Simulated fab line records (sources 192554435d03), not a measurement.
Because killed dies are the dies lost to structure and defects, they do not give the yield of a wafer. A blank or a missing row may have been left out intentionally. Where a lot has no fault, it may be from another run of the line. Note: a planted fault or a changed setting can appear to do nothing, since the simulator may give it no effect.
Chamber matching    flow n5_finfet    4 sister chambers for N5_HKMG_FIN_ALD_74 on ald_hk-01
The step deposits La2O3, target thk 0.5 nm, pulse time 6 s, co reactant pulse time 1 s. 24 wafers are shown with their chamber, then 12 later ones without.

## WAFERS WITH THEIR CHAMBER
wafer   chamber  heater_power_w (W)  precursor_pulse_height_rel
L075.2  0        290                 1.019
L075.3  3        332                 1.027
L075.4  1        366                 1.005
L077.1  3        331                 0.998
L077.2  2        342                 0.998
L077.3  1        355                 1.024
L077.4  0        284                 1.023
L077.5  0        287                 1.020
L077.6  1        355                 0.995
L081.2  3        325                 1.028
L081.4  0        282                 1.021
L081.6  3        323                 1.013
L084.2  1        353                 1.002
L084.4  0        284                 1.017
L084.5  2        339                 1.014
L089.1  1        355                 1.002
L089.3  2        345                 1.014
L089.5  2        342                 1.017
L090.2  0        289                 1.023
L090.3  3        323                 0.997
L090.4  2        355                 1.022
L093.1  2        345                 0.989
L093.3  0        295                 1.010
L093.5  1        357                 1.042

SIGNATURES (means of the wafers above)
reading                     chamber 0  chamber 1  chamber 2  chamber 3  scatter within a chamber
heater_power_w              287.29     356.83     344.67     326.80     4.79
precursor_pulse_height_rel  1.01900    1.01167    1.00900    1.01260    0.0131
Rule: for a wafer and a chamber, the distance is found by dividing, reading by reading, the gap between the wafer's reading and the chamber's mean by the reading's scatter, squaring, summing and taking the root. If the next closest chamber is less than 2 further off than the closest, the wafer can't be placed; otherwise it belongs to the closest. The scatter: take each reading less its chamber's mean, square it, sum over the shown wafers, divide by the number of wafers less the number of chambers, and take the root.

## WAFERS WHOSE CHAMBER IS MISSING
wafer   heater_power_w (W)  precursor_pulse_height_rel
L094.1  345                 1.006
L094.2  342                 1.008
L094.5  288                 1.021
L096.1  349                 1.009
L096.2  361                 0.991
L096.3  285                 1.004
L096.4  336                 0.994
L096.5  343                 0.994
L096.6  355                 1.017
L097.2  343                 0.991
L097.3  288                 0.999
L097.4  352                 1.003

## WHICH CHAMBER EACH WENT THROUGH
wafer    from the rows above       in truth
L094.1   2                         2
L094.2   2                         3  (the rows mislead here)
L094.5   0                         0
L096.1   can't be placed: 2 or 1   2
L096.2   can't be placed: 1 or 2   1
L096.3   0                         0
L096.4   can't be placed: 2 or 3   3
L096.5   can't be placed: 2 or 1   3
L096.6   can't be placed: 1 or 2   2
L097.2   can't be placed: 2 or 1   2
L097.3   0                         0
L097.4   can't be placed: 1 or 2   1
4 of 12 placed correctly. These rows do not allow placing 7 (true chamber among the candidates in 6). 1 placed wrongly.
